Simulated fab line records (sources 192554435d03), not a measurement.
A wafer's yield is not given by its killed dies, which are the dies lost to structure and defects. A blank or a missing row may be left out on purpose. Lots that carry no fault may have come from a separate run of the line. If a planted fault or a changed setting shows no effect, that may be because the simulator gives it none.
fab line records	flow n5_finfet
record: lots: 7	wafers: 21
route steps=1938 shown BEOL_M5@1119 BEOL_M6@1221 BEOL_M8@1335 BEOL_M11@1539
start_h: hours from the record's first day to the start of the lot's first wafer shown	wait_h: hours since the lot's step before	" same as the row above	L1.1+2: a single row standing in for several wafers	- either no value or no given start	* or withheld: withheld	< > ~ a bound
route shown NAME@n: a module of which the file shows steps, and the number in the route of the first	usual: average and standard deviation across the fault-free wafers	same: alike in all rows	chamber/n: place in a boat	sites: per-site readings	_std_site: standard deviation of those values	_edge_site: inner sites' mean taken away from outer sites' mean	radius_mm: how far each site lies from the wafer's centre	mask NAME#n: copy n	behind: the last tool/chamber to shape the wafer	hold: the reason the lot was held/the length of the hold in hours/how it ended	device: names the non-switching transistor (n, p or np)	end of line: at the end of the route, the tests of the same wafers	a step without rows: its recipe alone	killed: count of dies lost to structure and defects at first sort (not the wafer's yield)	map: shows each die of a wafer: x if killed, . if not, _ if none is there
set.NAME: setting as actually run; set.NAME@STEP: the setting as run at that earlier step	model.NAME: the simulator's own value behind a step, which no gauge read
one table per step and one row per wafer, for lots whose settings were changed on purpose
== steps ==
step: N5_BEOL_M5_COAT_71
recipe: resist: underlayer	temp_c: 205	time_s: 60	spin_rpm: 1500	resist_thk_nm: 5
lot.wafer	tool	chamber	start_h	wait_h	set.spin_rpm
L075.2+4	litho_track-01	0	-	-	1500
L075.5	"	0	"	"	1632
L078.1+3+5	litho_track-01	0	-	-	1500
L081.2+6	litho_track-05	0	-	-	1338
L081.5	"	0	"	"	1500
L077.4+5+6	litho_track-05	0	-	-	1639
L082.1+4	litho_track-04	0	-	-	1568
L082.5	"	0	"	"	1500
L084.2+3+6	litho_track-01	0	-	-	1500
L086.1+3	litho_track-04	0	-	-	1429
L086.2	"	0	"	"	1500
step: N5_BEOL_M5_COAT_05
recipe: resist: CAR-EUV	spin_rpm: 1500	resist_thk_nm: 30
lot.wafer	tool	chamber	start_h	wait_h	set.spin_rpm	model.CAR-EUV_of_BEOL_M5_COAT_05.thk_nm
L075.2	litho_track-01	0	-	-	1500	30
L075.4+5	"	0	"	"	1364	31.4
L078.1+3+5	litho_track-01	0	-	-	1500	30
L081.2	litho_track-05	0	-	-	1500	30
L081.5+6	"	0	"	"	1657	28.6
L077.4+5+6	litho_track-05	0	-	-	1500	30
L082.1	litho_track-04	0	-	-	1500	30
L082.4	"	0	"	"	1500	30.2
L082.5	"	0	"	"	1631	28.8
L084.2+3+6	litho_track-01	0	-	-	1500	30
L086.1	litho_track-04	0	-	-	1543	29.6
L086.2+3	"	0	"	"	1500	30
step: N5_BEOL_M5_EBR_07
recipe: solvent: PGMEA	ebr_width_mm: 1.5
step: N5_BEOL_M5_SOFTBAKE_06
recipe: temp_c: 110	time_s: 60	resist: CAR-EUV
step: N5_BEOL_M5_DESCUM_16
recipe: chemistry: O2	time_s: 7	source_power_w: 50	bias_power_w: 20	pressure_mtorr: 20	rf_frequency_hz: 2.712e+07	temp_c: 40	resist: CAR-EUV	o2_flow_sccm: 225
step: N5_BEOL_M5_ETCH_72
recipe: chemistry: N2/H2	target: underlayer	target_depth_a: 65	mask_material: CAR-EUV	time_s: 5.2	ion_energy_ev: 200	pressure_mtorr: 30	source_w: 840	bias_w: 150	n2_flow_sccm: 200	h2_flow_sccm: 200	ends: cleared
lot.wafer	tool	chamber	start_h	wait_h	set.spin_rpm@BEOL_M5_COAT_71	model.etch.depth_nm
L075.2	rie_diel-03	2	182.03	0.0	1500	4.975
L075.4	"	3	"	"	1500	4.995
L075.5	"	0	"	"	1632	4.795
L078.1	rie_diel-03	2	207.36	0.0	1500	4.979
L078.3	"	1	"	"	1500	4.987
L078.5	"	3	"	"	1500	4.993
L081.2	rie_diel-03	1	211.17	0.0	1338	5.311
L081.5	"	3	"	"	1500	5
L081.6	"	0	"	"	1338	5.287
L077.4	rie_diel-05	2	216.31	0.0	1639	4.788
L077.5	"	2	"	"	1639	4.778
L077.6	"	0	"	"	1639	4.794
L082.1	rie_diel-03	1	221.85	0.0	1568	4.922
L082.4	"	2	"	"	1568	4.916
L082.5	"	1	"	"	1500	5.03
L084.2	rie_diel-05	3	235.78	0.0	1500	5.003
L084.3	"	2	"	"	1500	4.986
L084.6	"	2	"	"	1500	4.992
L086.1	rie_diel-05	2	256.04	0.0	1429	5.155
L086.2	"	0	"	"	1500	5.01
L086.3	"	1	"	"	1429	5.14
step: N5_BEOL_M5_ETCH_41
recipe: chemistry: CH3F/O2	target: SiCN	target_depth_a: 315	taper_deg: 2	time_s: 56.7	ion_energy_ev: 120	mask_material: TiN	pressure_mtorr: 30	source_w: 395	bias_w: 75	Ar_flow_sccm: 150	CH3F_flow_sccm: 30	O2_flow_sccm: 20
usual: rf_vpp_V: 297.2/1.5
lot.wafer	tool	chamber	start_h	wait_h	set.source_w	rf_vpp_V
L075.2	rie_diel-03	3	-	-	462.5	284.7
L075.4	"	2	"	"	462.5	282.3
L075.5	"	2	"	"	462.5	283.0
L078.1	rie_diel-01	0	-	-	335.7	310.4
L078.3	"	2	"	"	395	296.3
L078.5	"	3	"	"	395	298.6
L081.2	rie_diel-05	0	-	-	445.7	283.8
L081.5	"	2	"	"	395	296.9
L081.6	"	0	"	"	445.7	283.5
L077.4	rie_diel-05	0	-	-	395	294.1
L077.5	"	3	"	"	374.7	304.2
L077.6	"	2	"	"	395	296.5
L082.1	rie_diel-01	2	-	-	329.7	313.6
L082.4	"	3	"	"	329.7	315.7
L082.5	"	1	"	"	329.7	315.0
L084.2	rie_diel-05	2	-	-	395	296.2
L084.3	"	0	"	"	395	295.4
L084.6	"	2	"	"	395	296.2
L086.1	rie_diel-05	0	-	-	364.4	303.8
L086.2	"	3	"	"	395	297.4
L086.3	"	1	"	"	364.4	306.4
step: N5_BEOL_M6_COAT_22
recipe: resist: CAR-EUV	spin_rpm: 1500	resist_thk_nm: 30
lot.wafer	tool	chamber	start_h	wait_h	set.spin_rpm	model.CAR-EUV_of_BEOL_M6_COAT_22.thk_nm
L075.2+4+5	litho_track-04	0	-	-	1500	30
L078.1	litho_track-03	0	-	-	1412	31.2
L078.3+5	"	0	"	"	1500	30
L081.2+5+6	litho_track-02	0	-	-	1500	30
L077.4	litho_track-04	0	-	-	1500	30.2
L077.5	"	0	"	"	1500	30
L077.6	"	0	"	"	1576	29.4
L082.1	litho_track-02	0	-	-	1656	28.4
L082.4	"	0	"	"	1656	28.6
L082.5	"	0	"	"	1500	29.8
L084.2	litho_track-02	0	-	-	1500	29.8
L084.3+6	"	0	"	"	1500	30
L086.1+2	litho_track-03	0	-	-	1375	31.2
L086.3	"	0	"	"	1500	30
step: N5_BEOL_M6_EBR_24
recipe: solvent: PGMEA	ebr_width_mm: 1.5
step: N5_BEOL_M6_SOFTBAKE_23
recipe: temp_c: 110	time_s: 60	resist: CAR-EUV
step: N5_BEOL_M6_EXPOSE_25
recipe: mask_id: V5	na: 0.33	source_shape: annular	sigma_inner: 0.4	sigma_outer: 0.8	polarization: unpolarized	target_cd_nm: 40	dose_mj: 45
step: N5_BEOL_M6_PEB_26
recipe: peb_temp_c: 100	peb_time_s: 60	resist: CAR-EUV
step: N5_BEOL_M6_DEVELOP_27
recipe: develop_time_s: 30	developer: TMAH	resist: CAR-EUV	rinse_liquid: surfactant_rinse	dry: air_spin	dev_temp_c: 23
lot.wafer	tool	chamber	start_h	wait_h	set.spin_rpm@BEOL_M6_COAT_22	model.CAR-EUV_of_BEOL_M6_COAT_22.thk_nm
L075.2+4+5	litho_track-03	0	-	-	1500	29.6
L078.1	litho_track-02	0	-	-	1412	30.6
L078.3+5	"	0	"	"	1500	29.6
L081.2+5+6	litho_track-03	0	-	-	1500	29.6
L077.4	litho_track-02	0	-	-	1500	29.8
L077.5	"	0	"	"	1500	29.6
L077.6	"	0	"	"	1576	28.8
L082.1+4	litho_track-03	0	-	-	1656	28
L082.5	"	0	"	"	1500	29.4
L084.2+3	litho_track-03	0	-	-	1500	29.4
L084.6	"	0	"	"	1500	29.6
L086.1+2	litho_track-03	0	-	-	1375	30.8
L086.3	"	0	"	"	1500	29.6
step: N5_BEOL_M8_PECVD_70
recipe: material: SiO2	target_thk_a: 200	temp_c: 400	precursor: TEOS/O2	pressure_torr: 5.5	rf_w: 450	teos_flow_sccm: 53.8	gas: O2	flow_sccm: 3000	time_s: 22.7
lot.wafer	tool	chamber	start_h	wait_h	set.temp_c	model.SiO2_of_BEOL_M8_PECVD_70.thk_nm
L075.2	pecvd-02	1	208.91	0.0	383.4	21.8
L075.4	"	1	"	"	383.4	22.2
L075.5	"	2	"	"	400	20
L078.1	pecvd-02	1	237.61	0.0	412.1	18
L078.3	"	2	"	"	412.1	17.8
L078.5	"	1	"	"	400	19.8
L081.2	pecvd-04	2	242.26	0.0	400	20.4
L081.5	"	0	"	"	400	20
L081.6	"	2	"	"	400	20.6
L077.4	pecvd-01	1	251.84	0.1	413.4	18.4
L077.5	"	0	"	"	400	19.8
L077.6	"	2	"	"	413.4	18.6
L082.1	pecvd-04	1	253.22	0.0	400	19.6
L082.4	"	1	"	"	387.3	21.6
L082.5	"	2	"	"	387.3	22.2
L084.2	pecvd-02	0	263.04	0.0	400	19.8
L084.3	"	1	"	"	400	20
L084.6	"	0	"	"	400	20.2
L086.1+3	pecvd-01	2,1	283.78	0.0	385.8	21.8
L086.2	"	0	"	"	400	19.8
step: N5_BEOL_M8_HM_DEP_02
recipe: material: TiN	target_thk_a: 200	temp_c: 25	chamber_pressure_pa: 0.49996
step: N5_BEOL_M8_COAT_59
recipe: resist: SOC	temp_c: 250	time_s: 60	spin_rpm: 1500	resist_thk_nm: 100
step: N5_BEOL_M8_STRIP_80
recipe: chemistry: N2/H2	time_s: 10	power_w: 450	temp_c: 40	pressure_mtorr: 20	rf_frequency_hz: 6e+07	bias_power_w: 7	n2_flow_sccm: 200	h2_flow_sccm: 200
step: N5_BEOL_M8_HM_STRIP_39
recipe: chemistry: peroxide_tin_strip	material: TiN	target_depth_a: 250	temp_c: 50	time_s: 158
lot.wafer	tool	chamber	start_h	wait_h	set.temp_c@BEOL_M8_PECVD_70	model.SiO2_of_BEOL_M8_PECVD_70.thk_nm
L075.2	wet_bench-06	1	215.94	0.0	383.4	21.8
L075.4	"	2	"	"	383.4	22
L075.5	"	7	"	"	400	19.8
L078.1	wet_bench-02	4	244.20	0.0	412.1	17.8
L078.3	"	7	"	"	412.1	17.6
L078.5	"	3	"	"	400	19.6
L081.2	wet_bench-06	6	249.10	0.0	400	20.2
L081.5	"	2	"	"	400	19.8
L081.6	"	3	"	"	400	20.4
L082.1	wet_bench-01	7	257.88	0.0	400	19.4
L082.4	"	4	"	"	387.3	21.4
L082.5	"	0	"	"	387.3	22
L077.4+6	wet_bench-06	7,3	257.92	0.0	413.4	18.4
L077.5	"	6	"	"	400	19.8
L084.2	wet_bench-01	3	267.08	0.0	400	19.6
L084.3	"	5	"	"	400	19.8
L084.6	"	1	"	"	400	20
L086.1+3	wet_bench-01	4,2	289.60	0.0	385.8	21.6
L086.2	"	3	"	"	400	19.6
step: N5_BEOL_M11_PECVD_70
recipe: material: SiO2	target_thk_a: 200	temp_c: 400	precursor: TEOS/O2	pressure_torr: 5.5	rf_w: 450	teos_flow_sccm: 53.8	gas: O2	flow_sccm: 3000	time_s: 22.7
lot.wafer	tool	chamber	start_h	wait_h	set.time_s	model.SiO2_of_BEOL_M11_PECVD_70.thk_nm
L075.2+5	pecvd-03	0	241.38	0.0	22.7	19.6
L075.4	"	2	"	"	22.7	20
L078.1	pecvd-04	0	263.92	0.0	22.7	20
L078.3	"	1	"	"	20.52	17.6
L078.5	"	1	"	"	20.52	18
L081.2	pecvd-04	2	270.87	0.0	22.7	19.2
L081.5	"	1	"	"	22.7	20
L081.6	"	2	"	"	22.7	19.6
L077.4	pecvd-03	0	277.39	0.1	25.99	22.6
L077.5	"	1	"	"	22.7	20.2
L077.6	"	2	"	"	25.99	22.8
L082.1+4	pecvd-04	2	277.92	0.0	22.7	19.4
L082.5	"	1	"	"	22.7	19.6
L084.2	pecvd-03	0	290.37	0.0	22.7	19.4
L084.3	"	2	"	"	22.7	19.6
L084.6	"	1	"	"	22.7	20.2
L086.1	pecvd-03	0	306.76	0.0	24.03	20.8
L086.2	"	2	"	"	22.7	19.6
L086.3	"	1	"	"	22.7	19.8
step: N5_BEOL_M11_COAT_59
recipe: resist: SOC	temp_c: 250	time_s: 60	spin_rpm: 1500	resist_thk_nm: 100
lot.wafer	tool	chamber	start_h	wait_h	set.spin_rpm	model.SOC_of_BEOL_M11_COAT_59.thk_nm
L075.2+4	litho_track-03	0	244.36	0.1	1500	100
L075.5	"	0	"	"	1500	100.2
L078.1+3	litho_track-03	0	264.20	0.1	1409	103.4
L078.5	"	0	"	"	1409	103.6
L081.2+5	litho_track-03	0	272.02	0.1	1500	100.8
L081.6	"	0	"	"	1659	95.8
L077.4	litho_track-03	0	278.38	0.1	1409	103.2
L077.5	"	0	"	"	1409	103.4
L077.6	"	0	"	"	1500	100.2
L082.1	litho_track-03	0	280.70	0.1	1347	105.8
L082.4	"	0	"	"	1347	106
L082.5	"	0	"	"	1500	100.6
L084.2+6	litho_track-02	0	290.87	0.1	1500	99.8
L084.3	"	0	"	"	1500	100
L086.1	litho_track-03	0	307.40	0.1	1500	100.2
L086.2+3	"	0	"	"	1500	100
step: N5_BEOL_M11_COAT_60
recipe: resist: SiARC	temp_c: 220	time_s: 60	spin_rpm: 1500	resist_thk_nm: 30
step: N5_BEOL_M11_COAT_05
recipe: resist: CAR-ArF	spin_rpm: 1500	resist_thk_nm: 90
step: N5_BEOL_M11_DESCUM_16
recipe: chemistry: O2	time_s: 7.9	source_power_w: 50	bias_power_w: 20	pressure_mtorr: 20	rf_frequency_hz: 2.712e+07	temp_c: 40	resist: CAR-ArF	o2_flow_sccm: 225
step: N5_BEOL_M11_ETCH_61
recipe: chemistry: CF4	target: SiARC	target_depth_a: 390	mask_material: CAR-ArF	time_s: 65	ion_energy_ev: 80	pressure_mtorr: 40	source_w: 545	bias_w: 36	Ar_flow_sccm: 100	cf4_flow_sccm: 100	ends: cleared
step: N5_BEOL_M11_ETCH_62
recipe: chemistry: N2/H2	target: SOC	target_depth_a: 1100	overetch_a: 220	mask_material: SiARC	temp_c: 40	time_s: 165	ion_energy_ev: 200	pressure_mtorr: 30	source_w: 840	bias_w: 150	n2_flow_sccm: 200	h2_flow_sccm: 200
lot.wafer	tool	chamber	start_h	wait_h	set.spin_rpm@BEOL_M11_COAT_59	model.etch.depth_nm
L075.2	rie_diel-03	0	244.90	0.0	1500	99.94
L075.4+5	"	3,0	"	"	1500	100.1
L078.1	rie_diel-01	3	264.91	0.0	1409	103.4
L078.3	"	0	"	"	1409	103.3
L078.5	"	1	"	"	1409	103.7
L081.2	rie_diel-03	3	272.85	0.0	1500	100.8
L081.5	"	0	"	"	1500	100.7
L081.6	"	1	"	"	1659	95.79
L077.4	rie_diel-03	1	278.92	0.0	1409	103.1
L077.5	"	3	"	"	1409	103.4
L077.6	"	2	"	"	1500	100.2
L082.1	rie_diel-01	0	281.39	0.0	1347	105.9
L082.4	"	3	"	"	1347	106
L082.5	"	3	"	"	1500	100.5
L084.2+6	rie_diel-03	0,2	291.41	0.0	1500	99.76
L084.3	"	1	"	"	1500	99.9
L086.1	rie_diel-01	0	308.21	0.0	1500	100.2
L086.2	"	2	"	"	1500	100
L086.3	"	3	"	"	1500	100.1
step: N5_BEOL_M11_STRIP_68
recipe: chemistry: N2/H2	temp_c: 40	n2_flow_sccm: 200	h2_flow_sccm: 200	rf_frequency_hz: 6e+07
step: N5_BEOL_M11_STRIP_67
recipe: chemistry: CF4	resist: SiARC	power_w: 300	bias_power_w: 75	pressure_mtorr: 50	cf4_flow_sccm: 150	rf_frequency_hz: 6e+07
step: N5_BEOL_M11_HM_OPEN_17
recipe: chemistry: Cl2/BCl3	target_depth_a: 200	overetch_a: 60	target: TiN	mask_material: SOC	ion_energy_ev: 150	pressure_mtorr: 10	icp_w: 1000	bias_w: 126	Cl2_flow_sccm: 53.25	bcl3_flow_sccm: 21.75	Ar_flow_sccm: 25
lot.wafer	tool	chamber	start_h	wait_h	set.spin_rpm@BEOL_M11_COAT_59	model.SOC_of_BEOL_M11_COAT_59.thk_nm
L075.2+4	rie_metal-03	0	245.13	0.1	1500	92
L075.5	"	0	"	"	1500	92.2
L078.1	rie_metal-02	1	265.10	0.0	1409	94.6
L078.3	"	1	"	"	1409	94.4
L078.5	"	0	"	"	1409	95.8
L081.2	rie_metal-02	1	273.04	0.0	1500	92
L081.5	"	1	"	"	1500	91.8
L081.6	"	0	"	"	1659	88
L077.4	rie_metal-01	0	279.14	0.1	1409	95
L077.5	"	1	"	"	1409	95.4
L077.6	"	0	"	"	1500	92
L082.1	rie_metal-03	1	281.58	0.0	1347	97.8
L082.4	"	0	"	"	1347	98.2
L082.5	"	1	"	"	1500	92.4
L084.2	rie_metal-02	0	291.60	0.0	1500	91.8
L084.3+6	"	0	"	"	1500	92
L086.1	rie_metal-03	0	308.40	0.0	1500	92.4
L086.2+3	"	1	"	"	1500	92
step: N5_BEOL_M11_VIA_ETCH_34
recipe: chemistry: C4F6/O2	target: SiCOH_lowk	target_depth_a: 1845	mask_material: SOC	taper_deg: 4	time_s: 69.2	ion_energy_ev: 250	pressure_mtorr: 30	source_w: 345	bias_w: 185	Ar_flow_sccm: 300	C4F6_flow_sccm: 10	O2_flow_sccm: 10
lot.wafer	tool	chamber	start_h	wait_h	set.time_s	model.etch.depth_nm	model.SOC_of_BEOL_M11_COAT_63.thk_nm
L075.2	rie_diel-01	0	246.12	0.0	81.98	233.7	90.4
L075.4	"	1	"	"	81.98	216.2	91
L075.5	"	1	"	"	69.2	183	92.2
L078.1	rie_diel-03	1	266.66	0.0	69.2	181.3	92.6
L078.3	"	2	"	"	69.2	180.3	93
L078.5	"	3	"	"	69.2	180.9	92.4
L081.2	rie_diel-03	3	273.96	0.0	56.18	149.2	94
L081.5	"	3	"	"	69.2	182.1	92.4
L081.6	"	2	"	"	56.18	146.6	93.6
L077.4	rie_diel-03	2	280.98	0.0	69.2	180.7	92.6
L077.5	"	0	"	"	64.8	174.8	92.6
L077.6	"	3	"	"	69.2	182.2	92
L082.1	rie_diel-03	1	286.26	0.0	69.2	181.1	92
L082.4	"	2	"	"	69.2	180.2	92
L082.5	"	1	"	"	55.15	144	93.8
L084.2	rie_diel-01	1	292.49	0.0	69.2	180.8	91.6
L084.3	"	3	"	"	69.2	183.3	91.8
L084.6	"	1	"	"	69.2	181.4	91.8
L086.1+3	rie_diel-05	2,1	309.44	0.0	69.2	183.7	92
L086.2	"	0	"	"	69.2	176.5	92.4
step: N5_BEOL_M11_STRIP_73
recipe: chemistry: C4F6/O2	resist: SiARC	rf_frequency_hz: 6e+07
step: N5_BEOL_M11_STRIP_36
recipe: chemistry: N2/H2	power_w: 450	temp_c: 40	pressure_mtorr: 20	rf_frequency_hz: 6e+07	overash_fraction: 0.3	bias_power_w: 7	h2_frac: 0.5	n2_flow_sccm: 200	h2_flow_sccm: 200
step: N5_BEOL_M11_STRIP_77
recipe: chemistry: N2/H2	time_s: 10	power_w: 450	temp_c: 40	pressure_mtorr: 20	rf_frequency_hz: 6e+07	bias_power_w: 7	n2_flow_sccm: 200	h2_flow_sccm: 200
step: N5_BEOL_M11_HM_STRIP_39
recipe: chemistry: peroxide_tin_strip	material: TiN	target_depth_a: 250	temp_c: 50	time_s: 158
lot.wafer	tool	chamber	start_h	wait_h	set.time_s@BEOL_M11_PECVD_70	model.SiO2_of_BEOL_M11_PECVD_70.thk_nm
L075.2+5	wet_bench-04	7,5	246.44	0.0	22.7	19.6
L075.4	"	0	"	"	22.7	19.8
L078.1	wet_bench-03	1	266.97	0.0	22.7	20
L078.3	"	0	"	"	20.52	17.4
L078.5	"	7	"	"	20.52	17.8
L081.2	wet_bench-03	6	274.27	0.0	22.7	19
L081.5	"	5	"	"	22.7	19.8
L081.6	"	2	"	"	22.7	19.4
L077.4	wet_bench-05	3	281.29	0.0	25.99	22.4
L077.5	"	5	"	"	22.7	20
L077.6	"	1	"	"	25.99	22.8
L082.1+4	wet_bench-04	7,3	286.57	0.0	22.7	19.2
L082.5	"	0	"	"	22.7	19.4
L084.2	wet_bench-04	2	292.81	0.0	22.7	19.2
L084.3	"	5	"	"	22.7	19.4
L084.6	"	1	"	"	22.7	20
L086.1	wet_bench-05	0	309.75	0.0	24.03	20.6
L086.2	"	3	"	"	22.7	19.4
L086.3	"	4	"	"	22.7	19.8
== key ==
split: step: N5_BEOL_M5_COAT_71	setting: spin_rpm	stated: 1500	by: wafer
response: step: N5_BEOL_M5_ETCH_72	reading: model.etch.depth_nm	change: -0.0256	per: 1%	r: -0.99
split: step: N5_BEOL_M5_COAT_05	setting: spin_rpm	stated: 1500	by: wafer
response: step: N5_BEOL_M5_COAT_05	reading: model.CAR-EUV_of_BEOL_M5_COAT_05.thk_nm	change: -0.144	per: 1%	r: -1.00
split: step: N5_BEOL_M5_ETCH_41	setting: source_w	stated: 395	by: wafer
response: step: N5_BEOL_M5_ETCH_41	reading: rf_vpp_V	change: -0.986	per: 1%	r: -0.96
split: step: N5_BEOL_M6_COAT_22	setting: spin_rpm	stated: 1500	by: wafer
response: step: N5_BEOL_M6_COAT_22	reading: model.CAR-EUV_of_BEOL_M6_COAT_22.thk_nm	change: -0.143	per: 1%	r: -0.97
response: step: N5_BEOL_M6_DEVELOP_27	reading: model.CAR-EUV_of_BEOL_M6_COAT_22.thk_nm	change: -0.147	per: 1%	r: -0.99
split: step: N5_BEOL_M8_PECVD_70	setting: temp_c	stated: 400	by: wafer
response: step: N5_BEOL_M8_PECVD_70	reading: model.SiO2_of_BEOL_M8_PECVD_70.thk_nm	change: -0.544	per: 1%	r: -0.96
response: step: N5_BEOL_M8_HM_STRIP_39	reading: model.SiO2_of_BEOL_M8_PECVD_70.thk_nm	change: -0.557	per: 1%	r: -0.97
split: step: N5_BEOL_M11_PECVD_70	setting: time_s	stated: 22.7	by: wafer
response: step: N5_BEOL_M11_PECVD_70	reading: model.SiO2_of_BEOL_M11_PECVD_70.thk_nm	change: +0.19	per: 1%	r: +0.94
response: step: N5_BEOL_M11_HM_STRIP_39	reading: model.SiO2_of_BEOL_M11_PECVD_70.thk_nm	change: +0.198	per: 1%	r: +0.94
split: step: N5_BEOL_M11_COAT_59	setting: spin_rpm	stated: 1500	by: wafer
response: step: N5_BEOL_M11_COAT_59	reading: model.SOC_of_BEOL_M11_COAT_59.thk_nm	change: -0.497	per: 1%	r: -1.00
response: step: N5_BEOL_M11_ETCH_62	reading: model.etch.depth_nm	change: -0.498	per: 1%	r: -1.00
response: step: N5_BEOL_M11_HM_OPEN_17	reading: model.SOC_of_BEOL_M11_COAT_59.thk_nm	change: -0.466	per: 1%	r: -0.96
split: step: N5_BEOL_M11_VIA_ETCH_34	setting: time_s	stated: 69.2	by: wafer
response: step: N5_BEOL_M11_VIA_ETCH_34	reading: model.etch.depth_nm	change: +1.92	per: 1%	r: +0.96
response: step: N5_BEOL_M11_VIA_ETCH_34	reading: model.SOC_of_BEOL_M11_COAT_63.thk_nm	change: -0.0806	per: 1%	r: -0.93
